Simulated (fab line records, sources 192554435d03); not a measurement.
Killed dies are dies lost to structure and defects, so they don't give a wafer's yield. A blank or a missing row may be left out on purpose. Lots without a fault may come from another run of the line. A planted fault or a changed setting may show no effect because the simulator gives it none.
fab line records | flow n5_finfet
record lots=6 wafers=18 last_day=20
route steps=1938 shown FIN_SAQP@93 BEOL_M4@1111
lots that met no fault: from a run of the same line without faults
start_h: hours from the record's first day to the start of the lot's first wafer shown | wait_h: hours since the lot's step before | " the same as in the row above | L1.1+2: a row that stands for several wafers | - no value, or no start given | * or withheld: withheld | < > ~ a bound
route shown NAME@n: a module of which the file shows steps, and the number in the route of the first | usual: mean/standard deviation of fault-free wafers | same: alike in all rows | chamber/n: place in a boat | sites: the reading at each site | _std_site: their standard deviation | _edge_site: outer sites' mean less inner sites' | radius_mm: how far each site lies from the wafer's centre | mask NAME#n: copy n | behind: the tool/chamber that last shaped the wafer | hold: why the lot was held/for how many hours/how that ended | device: the transistor (n, p or np) that didn't switch | end of line: the same wafers' tests at the end of the route | a step without rows: its recipe alone | killed: dies lost to structure and defects at the first sort, not the wafer's yield | map: a wafer's dies, x killed, . not, _ none there
set.NAME: the setting as run; set.NAME@STEP: as run at that earlier step | model.NAME: the simulator's own value behind a step, which no gauge read
lots at some steps of the route; a table a step, a row a wafer
services: from which hour (start_h, from the record's first day; less than 0 if before it) a tool's chamber was out of use, for how many hours, and why
## steps
# step N5_FIN_SAQP_SRD_01
# recipe dry=ipa_marangoni time_s=30 temp_c=23 rinse_liquid=diw
# step N5_FIN_SAQP_ALD_61
# recipe material=SiO2 target_thk_a=40 temp_c=300 ald_precursor_family=BDEAS ald_co_reactant=O2-plasma pulse_time_s=1 purge_time_s=2 co_reactant_purge_time_s=2 ald_cycles=43 pressure_torr=2
# step N5_FIN_SAQP_DENSIFY_62
# recipe temp_c=700 time_s=60 ambient=N2 idle_temp_c=600 ramp_up_c_per_s=150 ramp_down_c_per_s=60 cool_to_c=600
# usual lamp_power_pct=9.85/0.056 lamp_zone_1_pct=9.847/0.011 lamp_zone_5_pct=9.848/0.0093 wafer_temp_C_max=703.3/0.6
# columns lot.wafer tool chamber start_h wait_h lamp_power_pct lamp_zone_1_pct lamp_zone_5_pct wafer_temp_C_max
L229.1 rtp_anneal-01 0 26.10 0.1 9.90 9.838 9.856 702.6
L229.3 " 0 " " 9.90 9.842 9.852 703.0
L229.5 " 0 " " 9.93 9.850 9.855 703.1
L232.1 rtp_anneal-01 0 44.18 0.1 9.84 9.837 9.855 703.4
L232.3 " 0 " " 9.87 9.854 9.865 704.1
L232.6 " 0 " " 9.83 9.853 9.853 702.6
L236.1 rtp_anneal-01 0 68.80 0.1 9.80 9.852 9.842 704.0
L236.4 " 0 " " 9.85 9.848 9.849 703.2
L236.6 " 0 " " 9.82 9.842 9.852 703.9
L241.1 rtp_anneal-01 0 99.64 0.1 9.86 9.849 9.829 703.4
L241.2 " 0 " " 9.76 9.851 9.855 704.1
L241.4 " 0 " " 9.93 9.855 9.838 703.0
L250.2 rtp_anneal-01 0 152.81 0.2 9.81 9.861 9.854 702.7
L250.4 " 0 " " 9.96 9.862 9.854 703.4
L250.6 " 0 " " 9.91 9.847 9.859 702.5
L251.4 rtp_anneal-01 0 158.65 0.4 9.85 9.844 9.851 702.0
L251.5 " 0 " " 9.83 9.844 9.838 702.9
L251.6 " 0 " " 9.83 9.851 9.876 703.8
# step N5_FIN_SAQP_HM_DEP_03
# recipe material=SiNx target_thk_a=380 temp_c=400 precursor=SiH4/NH3/N2 pressure_torr=1.5 rf_w=300 time_s=33.6
# step N5_FIN_SAQP_THK_MEAS_05
# usual thk_nm=38.0/0.61
# columns lot.wafer tool chamber start_h wait_h thk_nm
L229.1 film_metro-01 - 26.41 0.1 37.3
L229.3 " - " " 38.1
L229.5 " - " " 37.9
L232.1 film_metro-02 - 44.48 0.1 37.3
L232.3 " - " " 36.8
L232.6 " - " " 37.8
L236.1 film_metro-01 - 69.10 0.1 38.4
L236.4 " - " " 38.5
L236.6 " - " " 38.4
L241.1 film_metro-02 - 99.97 0.1 38.0
L241.2 " - " " 37.0
L241.4 " - " " 38.5
L250.2 film_metro-01 - 153.08 0.1 37.8
L250.4 " - " " 38.7
L250.6 " - " " 38.7
L251.4 film_metro-02 - 158.87 0.0 38.2
L251.5 " - " " 37.5
L251.6 " - " " 38.8
# step N5_FIN_SAQP_PECVD_47
# recipe material=a-Si target_thk_a=450 temp_c=400 precursor=SiH4/He pressure_torr=3 rf_w=100 time_s=36.3
# step N5_FIN_SAQP_PECVD_48
# recipe material=SiNx target_thk_a=250 temp_c=400 precursor=SiH4/NH3/N2 pressure_torr=1.5 rf_w=300 time_s=22.1
# usual heater_power_w=773/94 showerhead_plenum_p_Torr=5.15/0.069 throttle_valve_pct=39.7/1.9
# columns lot.wafer tool chamber start_h wait_h heater_power_w showerhead_plenum_p_Torr throttle_valve_pct
L229.1 pecvd-01 2 26.48 0.0 727 5.18 37.5
L229.3 " 1 " " 761 5.11 40.4
L229.5 " 2 " " 721 5.16 37.5
L232.1 pecvd-01 2 44.56 0.0 855 5.17 37.3
L232.3 " 1 " " 690 5.12 40.5
L232.6 " 2 " " 863 5.17 37.8
L236.1 pecvd-02 0 69.18 0.0 903 5.18 38.2
L236.4 " 1 " " 661 5.11 40.8
L236.6 " 0 " " 907 5.17 38.2
L241.1 pecvd-01 2 100.05 0.0 855 5.18 38.1
L241.2 " 0 " " 941 5.13 39.8
L241.4 " 0 " " 943 5.12 39.6
L250.2 pecvd-01 0 153.16 0.0 900 5.13 39.6
L250.4 " 1 " " 700 5.11 40.4
L250.6 " 0 " " 865 5.13 39.7
L251.4 pecvd-02 2 158.96 0.0 841 5.15 37.5
L251.5 " 0 " " 886 5.15 38.4
L251.6 " 1 " " 673 5.09 40.7
# step N5_FIN_SAQP_PECVD_06
# recipe material=a-Si target_thk_a=600 temp_c=400 precursor=SiH4/He pressure_torr=3 rf_w=100 time_s=48.1
# usual heater_power_w=847/97 showerhead_plenum_p_Torr=5.67/0.05 throttle_valve_pct=18.1/0.9
# columns lot.wafer tool chamber start_h wait_h heater_power_w showerhead_plenum_p_Torr throttle_valve_pct
L229.1 pecvd-01 2 26.52 0.0 883 5.69 17.1
L229.3 " 1 " " 803 5.66 18.6
L229.5 " 2 " " 889 5.71 17.0
L232.1 pecvd-01 2 44.59 0.0 879 5.69 17.1
L232.3 " 1 " " 788 5.65 18.5
L232.6 " 2 " " 895 5.70 16.9
L236.1 pecvd-02 0 69.22 0.0 973 5.69 17.2
L236.4 " 1 " " 706 5.65 18.5
L236.6 " 0 " " 978 5.69 17.3
L241.1 pecvd-01 2 100.08 0.0 912 5.68 17.3
L241.2 " 0 " " 998 5.68 18.3
L241.4 " 0 " " 1009 5.65 18.0
L250.2 pecvd-01 0 153.20 0.0 1034 5.67 18.3
L250.4 " 1 " " 723 5.64 18.7
L250.6 " 0 " " 1073 5.67 18.0
L251.4 pecvd-02 2 159.01 0.0 875 5.67 17.2
L251.5 " 0 " " 890 5.70 17.6
L251.6 " 1 " " 744 5.65 18.8
# step N5_FIN_SAQP_THK_MEAS_07
# usual thk_nm=60.2/0.98
# columns lot.wafer tool chamber start_h wait_h thk_nm
L229.1 film_metro-02 - 26.61 0.1 58.7
L229.3 " - " " 59.6
L229.5 " - " " 60.0
L232.1 film_metro-02 - 44.68 0.1 59.9
L232.3 " - " " 60.1
L232.6 " - " " 60.9
L236.1 film_metro-02 - 69.30 0.1 60.9
L236.4 " - " " 62.1
L236.6 " - " " 61.6
L241.1 film_metro-01 - 100.17 0.1 58.8
L241.2 " - " " 60.9
L241.4 " - " " 61.6
L250.2 film_metro-01 - 153.29 0.1 59.6
L250.4 " - " " 61.1
L250.6 " - " " 60.5
L251.4 film_metro-01 - 159.07 0.0 60.5
L251.5 " - " " 61.3
L251.6 " - " " 60.8
# step N5_FIN_SAQP_HM_DEP_72
# recipe material=SiO2 target_thk_a=120 temp_c=400 precursor=SiH4/N2O pressure_torr=0.75 rf_w=275 time_s=7.2
# usual heater_power_w=770/94 showerhead_plenum_p_Torr=8.18/0.18
# columns lot.wafer tool chamber start_h wait_h heater_power_w showerhead_plenum_p_Torr
L229.1 pecvd-01 0 26.65 0.0 1005 8.13
L229.3 " 1 " " 652 8.09
L229.5 " 2 " " 864 8.21
L232.1 pecvd-04 1 44.72 0.0 710 7.90
L232.3 " 1 " " 714 7.91
L232.6 " 1 " " 724 7.89
L236.1 pecvd-04 2 69.34 0.0 834 8.34
L236.4 " 2 " " 834 8.34
L236.6 " 1 " " 752 7.91
L241.1 pecvd-04 1 100.21 0.0 798 7.91
L241.2 " 0 " " 737 8.48
L241.4 " 1 " " 767 7.90
L250.2 pecvd-04 2 153.33 0.0 694 8.35
L250.4 " 2 " " 696 8.35
L250.6 " 0 " " 653 8.47
L251.4 pecvd-04 2 159.13 0.1 817 8.37
L251.5 " 0 " " 767 8.47
L251.6 " 1 " " 722 7.88
# step N5_FIN_SAQP_COAT_49
# recipe resist=SOC temp_c=250 time_s=60 spin_rpm=1500 resist_thk_nm=100
# step N5_FIN_SAQP_COAT_50
# recipe resist=SiARC temp_c=220 time_s=60 spin_rpm=1500 resist_thk_nm=35
# step N5_FIN_SAQP_COAT_10
# recipe resist=CAR-ArF spin_rpm=1500 resist_thk_nm=90
# usual spin_speed_rpm=1500.2/1
# columns lot.wafer tool chamber start_h wait_h spin_speed_rpm model.CAR-ArF_of_FIN_SAQP_COAT_10.thk_nm
L229.1 litho_track-03 0 26.73 - 1502.0 90.18
L229.3 " 0 " " 1499.3 90.21
L229.5 " 0 " " 1499.6 90.26
L232.1 litho_track-05 0 44.83 - 1498.8 90.22
L232.3 " 0 " " 1499.3 89.95
L232.6 " 0 " " 1498.0 89.95
L236.1 litho_track-01 0 69.42 - 1501.2 90.04
L236.4 " 0 " " 1500.0 90.21
L236.6 " 0 " " 1498.7 89.87
L241.1 litho_track-05 0 100.29 - 1500.1 89.93
L241.2 " 0 " " 1500.8 90.12
L241.4 " 0 " " 1500.6 90.28
L250.2 litho_track-03 0 153.41 - 1171.2 101.9
L250.4 " 0 " " 1171.9 102.2
L250.6 " 0 " " 1171.3 102.2
L251.4 litho_track-03 0 159.19 - 1171.3 102
L251.5 " 0 " " 1170.0 101.8
L251.6 " 0 " " 1169.5 102.1
# step N5_FIN_SAQP_EBR_12
# recipe solvent=PGMEA ebr_width_mm=1.5
# step N5_FIN_SAQP_SOFTBAKE_11
# recipe temp_c=110 time_s=60 resist=CAR-ArF
# step N5_FIN_SAQP_EXPOSE_13
# recipe mask_id=FIN_CORE na=1.35 source_shape=dipole sigma_inner=0.538 sigma_outer=0.738 polarization=te target_cd_nm=35.6 dose_mj=63.25
# step N5_FIN_SAQP_PEB_14
# recipe peb_temp_c=withheld peb_time_s=60 resist=CAR-ArF
# step N5_FIN_SAQP_DEVELOP_15
# recipe develop_time_s=30 developer=TMAH resist=CAR-ArF dev_temp_c=23 rinse_liquid=diw dry=air_spin
# step N5_FIN_SAQP_CD_MEAS_16
# recipe target_cd_nm=35.6 landing_energy_ev=500 detector=se_inlens
# usual cd_nm=35.5/0.33
# columns lot.wafer tool chamber start_h wait_h cd_nm
L229.1 cd_sem-03 0 27.10 - 34.8
L229.3 " 0 " " 34.9
L229.5 " 0 " " 36.1
L232.1 cd_sem-03 0 45.19 - 35.5
L232.3 " 0 " " 35.7
L232.6 " 0 " " 35.7
L236.1 cd_sem-02 0 69.79 - 35.0
L236.4 " 0 " " 35.4
L236.6 " 0 " " 35.8
L241.1 cd_sem-02 0 100.53 - 34.9
L241.2 " 0 " " 35.1
L241.4 " 0 " " 35.3
L250.2 cd_sem-01 0 153.65 - 35.0
L250.4 " 0 " " 36.1
L250.6 " 0 " " 35.8
L251.4 cd_sem-03 0 159.56 - 36.1
L251.5 " 0 " " 36.3
L251.6 " 0 " " 36.1
# step N5_FIN_SAQP_OVL_MEAS_17
# recipe points_per_wafer=44
# usual FIN_CORE_OVL=0.1/0.86
# columns lot.wafer tool chamber start_h wait_h FIN_CORE_OVL[nm]
L229.1 overlay-01 0 27.14 0.0 1.5
L229.3 " 0 " " 1.0
L229.5 " 0 " " 0.7
L232.1 overlay-02 0 45.23 0.0 -0.3
L232.3 " 0 " " -0.7
L232.6 " 0 " " -1.5
L236.1 overlay-01 0 69.83 0.0 -0.6
L236.4 " 0 " " 0.9
L236.6 " 0 " " 0.6
L241.1 overlay-01 0 100.57 0.0 1.1
L241.2 " 0 " " -0.9
L241.4 " 0 " " -0.3
L250.2 overlay-02 0 153.69 0.0 0.0
L250.4 " 0 " " 1.5
L250.6 " 0 " " -0.1
L251.4 overlay-01 0 159.60 0.0 0.0
L251.5 " 0 " " -0.9
L251.6 " 0 " " -0.4
# step N5_FIN_SAQP_INSPECT_18
# recipe mode=adi inspect_instrument=brightfield
# usual raw_defect_count=419/110
# columns lot.wafer tool chamber start_h wait_h raw_defect_count
L229.1 defect_inspect-02 - 27.16 0.0 330
L229.3 " - " " 492
L229.5 " - " " 434
L232.1 defect_inspect-01 - 45.26 0.0 327
L232.3 " - " " 343
L232.6 " - " " 239
L236.1 defect_inspect-01 - 69.85 0.0 377
L236.4 " - " " 552
L236.6 " - " " 380
L241.1 defect_inspect-02 - 100.60 0.0 396
L241.2 " - " " 392
L241.4 " - " " 425
L250.2 defect_inspect-02 - 153.71 0.0 419
L250.4 " - " " 566
L250.6 " - " " 320
L251.4 defect_inspect-01 - 159.62 0.0 613
L251.5 " - " " 451
L251.6 " - " " 222
# step N5_FIN_SAQP_DESCUM_21
# recipe chemistry=O2 time_s=7.9 source_power_w=50 bias_power_w=20 pressure_mtorr=20 rf_frequency_hz=2.712e+07 temp_c=40 resist=CAR-ArF o2_flow_sccm=225
# step N5_FIN_SAQP_ETCH_51
# recipe chemistry=CF4 target=SiARC target_depth_a=455 mask_material=CAR-ArF time_s=75.8 ion_energy_ev=80 pressure_mtorr=40 source_w=545 bias_w=36 Ar_flow_sccm=100 cf4_flow_sccm=100 ends=cleared
# usual cf4_flow_sccm=100.0/0.32 drypump_motor_current_A=5.6/0.47 etch_rf_on_time_s=76.0/1.5 oes_product_au=0.67/0.073 rf_vpp_V=184.2/1.3 showerhead_plenum_p_Torr=2.15/0.079 throttle_valve_pct=15.56/0.19
# columns lot.wafer tool chamber start_h wait_h cf4_flow_sccm drypump_motor_current_A etch_rf_on_time_s oes_product_au rf_hours_counter_h rf_vpp_V showerhead_plenum_p_Torr throttle_valve_pct model.CAR-ArF_of_FIN_SAQP_COAT_10.thk_nm
L229.1 rie_diel-01 3 27.23 0.0 99.9 4.9 73.4 0.85 1 185.1 2.28 15.20 51.04
L229.3 " 0 " " 99.9 4.9 78.4 0.65 141 184.4 2.15 15.58 51.05
L229.5 " 1 " " 99.8 5.3 75.6 0.63 - 184.9 2.13 15.78 51.18
L232.1 rie_diel-04 2 45.33 0.0 99.6 5.8 76.5 0.80 10 183.5 2.12 15.36 51.24
L232.3 " 0 " " 100.8 5.7 76.5 0.59 224 183.7 2.03 15.68 50.93
L232.6 " 0 " " 100.5 5.7 77.0 0.60 - 183.1 2.03 15.68 50.97
L236.1 rie_diel-04 1 69.92 0.0 99.9 6.4 77.3 0.63 193 185.1 2.20 15.75 50.88
L236.4 " 1 " " 99.7 6.4 77.4 0.63 - 185.4 2.20 15.77 51.06
L236.6 " 0 " " 99.5 5.7 77.4 0.59 - 183.5 2.02 15.70 50.7
L241.1 rie_diel-01 2 100.95 0.0 100.5 6.4 75.5 0.80 18 184.2 2.28 15.39 50.84
L241.2 " 1 " " 99.8 5.3 75.5 0.61 218 183.7 2.12 15.83 51.1
L241.4 " 0 " " 100.4 4.9 77.9 0.63 167 182.7 2.14 15.64 51.24
L250.2 rie_diel-01 3 154.12 0.0 99.9 4.9 74.4 0.74 46 185.3 2.26 15.29 62.81
L250.4 " 0 " " 100.1 4.9 78.6 0.62 185 181.6 2.13 15.68 63.17
L250.6 " 3 " " 99.5 4.9 74.8 0.74 - 185.4 2.26 15.29 63.15
L251.4 rie_diel-04 1 159.71 0.0 100.1 6.4 78.0 0.60 - 184.8 2.19 15.82 62.89
L251.5 " 0 " " 100.1 5.7 76.4 0.82 - 184.6 2.27 15.27 62.67
L251.6 " 3 " " 99.5 5.8 73.6 0.66 - 183.2 2.15 15.49 62.95
# step N5_FIN_SAQP_ETCH_52
# recipe chemistry=N2/H2 target=SOC target_depth_a=1000 overetch_a=200 mask_material=SiARC temp_c=40 time_s=150 ion_energy_ev=200 pressure_mtorr=30 source_w=840 bias_w=150 n2_flow_sccm=200 h2_flow_sccm=200 ends=end_point
# usual drypump_motor_current_A=5.6/0.47 oes_product_au=0.70/0.072 rf_vpp_V=524.1/2.8 showerhead_plenum_p_Torr=2.55/0.1 throttle_valve_pct=17.79/0.19
# columns lot.wafer tool chamber start_h wait_h drypump_motor_current_A oes_product_au rf_hours_counter_h rf_vpp_V showerhead_plenum_p_Torr throttle_valve_pct
L229.1 rie_diel-01 3 27.29 0.0 4.9 0.89 1 529.4 2.72 17.54
L229.3 " 0 " " 4.9 0.70 141 524.0 2.52 17.75
L229.5 " 1 " " 5.3 0.66 - 522.0 2.52 17.94
L232.1 rie_diel-04 2 45.38 0.0 5.8 0.83 10 523.3 2.50 17.39
L232.3 " 0 " " 5.7 0.63 225 522.7 2.42 18.00
L232.6 " 0 " " 5.7 0.63 - 521.0 2.42 17.99
L236.1 rie_diel-04 1 69.98 0.0 6.4 0.66 193 526.9 2.62 17.89
L236.4 " 1 " " 6.4 0.66 - 525.6 2.62 17.89
L236.6 " 0 " " 5.7 0.62 - 519.8 2.41 18.02
L241.1 rie_diel-01 2 101.01 0.0 6.4 0.83 18 528.4 2.72 17.75
L241.2 " 1 " " 5.3 0.64 218 523.3 2.51 18.01
L241.4 " 0 " " 4.9 0.67 167 523.7 2.51 17.79
L250.2 rie_diel-01 3 154.18 0.0 4.9 0.77 46 529.9 2.70 17.59
L250.4 " 0 " " 4.9 0.66 185 524.4 2.51 17.81
L250.6 " 3 " " 4.9 0.77 - 527.7 2.70 17.61
L251.4 rie_diel-04 1 159.79 0.0 6.4 0.64 - 526.0 2.61 17.95
L251.5 " 0 " " 5.7 0.85 - 527.9 2.72 17.67
L251.6 " 3 " " 5.8 0.68 - 522.9 2.55 17.86
# step N5_BEOL_M4_RC_MEAS_101
# usual DIBL_N=36.7/1.8 DIBL_P=37.0/2.4 IOFF_N=0.17/0.036 IOFF_P=0.22/0.042 ION_N=673/12 ION_P=462/8.5 SS_N=71.7/0.62 SS_P=73.4/0.65 VT_N=250/3.7 VT_P=-250/3.7
# columns lot.wafer tool chamber start_h wait_h DIBL_N[mV/V] DIBL_P[mV/V] IOFF_N[nA/um] IOFF_P[nA/um] ION_N[uA/um] ION_P[uA/um] SS_N[mV/dec] SS_P[mV/dec] VT_N[mV] VT_P[mV]
L229.1 prober-02 0 188.41 0.0 39.1 40.7 0.22 0.28 691 466 72.4 74.2 246 -246
L229.3 " 0 " " 36.9 37.5 0.17 0.22 682 458 71.5 74.2 248 -248
L229.5 " 0 " " 37.7 38.7 0.18 0.22 676 456 72.0 73.9 249 -250
L232.1 prober-02 0 214.80 0.0 35.1 36.3 0.14 0.18 658 455 71.5 73.6 254 -253
L232.3 " 0 " " 37.1 38.1 0.17 0.21 662 446 72.2 73.4 251 -252
L232.6 " 0 " " 36.7 38.1 0.17 0.20 670 457 71.6 73.6 248 -250
L236.1 prober-02 0 233.61 0.0 38.2 37.9 0.17 0.21 674 458 71.5 73.7 251 -252
L236.4 " 0 " " 35.8 35.4 0.13 0.18 653 455 70.8 72.8 251 -252
L236.6 " 0 " " 37.5 36.4 0.16 0.19 669 455 71.7 72.4 249 -254
L241.1 prober-01 0 270.96 0.0 34.9 35.8 0.12 0.19 649 452 71.5 73.0 253 -251
L241.2 " 0 " " 35.6 37.4 0.14 0.22 667 462 71.1 73.8 251 -251
L241.4 " 0 " " 35.1 37.3 0.14 0.21 671 466 71.7 73.8 253 -252
L250.2 prober-02 0 330.89 0.2 34.9 35.7 0.13 0.21 667 469 71.4 72.5 251 -250
L250.4 " 0 " " 36.9 37.2 0.17 0.22 665 455 72.2 73.6 252 -251
L250.6 " 0 " " 37.0 38.2 0.18 0.25 678 473 72.4 72.9 250 -250
L251.4 prober-01 0 356.19 0.5 36.3 36.1 0.16 0.21 686 465 71.9 73.1 248 -249
L251.5 " 0 " " 36.5 35.6 0.15 0.20 675 464 71.0 73.1 249 -253
L251.6 " 0 " " 34.9 32.6 0.12 0.15 663 445 71.7 72.3 255 -255
## services
# columns tool chamber start_h hours kind
rie_diel-01 3 3.72 - clean
rie_diel-01 3 3.72 - consumable_replace:focus_ring
rie_diel-01 3 3.72 - consumable_replace:showerhead
rie_diel-01 3 3.72 21.6 scheduled_down
rie_diel-01 3 3.72 21.6 vent_cycle
rie_diel-01 2 25.29 - clean
rie_diel-01 2 25.29 - consumable_replace:focus_ring
rie_diel-01 2 25.29 - consumable_replace:showerhead
rie_diel-01 2 25.29 19.6 scheduled_down
rie_diel-01 2 25.29 19.6 vent_cycle
rie_diel-04 1 50.04 6.2 repair
pecvd-01 2 50.56 2.1 scheduled_down
rie_diel-04 3 51.04 30.3 repair
pecvd-01 0 66.85 5.0 scheduled_down
rie_diel-01 2 69.28 5.1 repair
rie_diel-01 - 76.56 0.6 repair
pecvd-02 - 105.74 2.8 pm
rie_diel-04 1 107.92 4.6 repair
rie_diel-04 0 112.71 - clean
pecvd-01 - 124.76 0.7 repair
pecvd-01 0 130.28 5.4 repair
pecvd-04 - 134.90 3.0 repair
pecvd-02 1 148.43 2.9 repair
rie_diel-04 2 158.20 4.0 repair
## key
first_sign step=N5_FIN_SAQP_COAT_10 reading=spin_speed_rpm direction=down sigmas=99+ usual=* struck=*
effect none on later readings
model_effect step=N5_FIN_SAQP_COAT_10 value=CAR-ArF_of_FIN_SAQP_COAT_10.thk_nm without=90.14 struck=102
model_effect step=N5_FIN_SAQP_ETCH_51 value=CAR-ArF_of_FIN_SAQP_COAT_10.thk_nm without=51.05 struck=62.94
met_at N5_FIN_SAQP_COAT_10
struck_wafers L250.2,L250.4,L250.6,L251.4,L251.5,L251.6
onset_between 26.73 153.41
fault kind=process_parameter_drift tool=litho_track-03 chamber=- onset_h=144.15 steps=N5_FIN_SAQP_COAT_10 channel=spin_rpm offset=* shape=step end_h=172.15 acts_in=* stated=*
